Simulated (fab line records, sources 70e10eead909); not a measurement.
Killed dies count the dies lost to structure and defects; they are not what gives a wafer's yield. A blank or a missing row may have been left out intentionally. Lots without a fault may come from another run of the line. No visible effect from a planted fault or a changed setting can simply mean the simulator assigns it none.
Matching of chambers + flow nand harc + 4 sister chambers for NHARC_A_M0_CMP_23 on cmp-04
The step polishes, t overpolish 20 s, target thk 113.75 nm. 8 wafers are shown with their chamber, then 7 later ones without.

## WAFERS PAIRED WITH THEIR CHAMBERS
| wafer  | chamber | motor current A (A) | time to endpoint s (s) |
|--------|---------|---------------------|------------------------|
| L083.5 | 3       | 13.5                | 31                     |
| L082.5 | 1       | 11.4                | 30                     |
| L082.6 | 2       | 14.2                | 27                     |
| L085.2 | 3       | 13.5                | 31                     |
| L085.4 | 0       | 12.0                | 25                     |
| L085.6 | 2       | 14.4                | 28                     |
| L089.1 | 0       | 12.2                | 27                     |
| L089.4 | 1       | 11.8                | 31                     |

## WAFERS MISSING THEIR CHAMBER
| wafer  | motor current A (A) | time to endpoint s (s) |
|--------|---------------------|------------------------|
| L089.5 | 14.6                | 26                     |
| L096.3 | 11.1                | 27                     |
| L096.4 | 13.7                | 31                     |
| L096.5 | 12.4                | 27                     |
| L095.3 | 11.8                | 24                     |
| L095.4 | 11.3                | 29                     |
| L095.6 | 13.3                | 30                     |

## WHICH CHAMBER EACH ONE RAN IN
| wafer  | from the rows above     | in truth |
|--------|-------------------------|----------|
| L089.5 | 2                       | 2        |
| L096.3 | can't be placed: 1 or 0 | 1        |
| L096.4 | 3                       | 3        |
| L096.5 | 0                       | 0        |
| L095.3 | 0                       | 0        |
| L095.4 | 1                       | 1        |
| L095.6 | 3                       | 3        |
Correctly placed: 6 of 7. These rows do not allow placing 1 (true chamber among the candidates in 1). 0 placed wrongly.
How it was worked out, from the rows above alone: a wafer's distance from a chamber is the root of the sum, over the readings, of the square of ((its reading less the chamber's mean) divided by the reading's scatter). The wafer belongs to the nearest chamber; if the next one is less than 2 further off, it can't be placed. The mean given for a chamber averages the wafers shown for that chamber. The scatter is the square root of a quotient: the sum, over the shown wafers, of each reading's squared deviation from its chamber's mean, divided by wafers minus chambers.
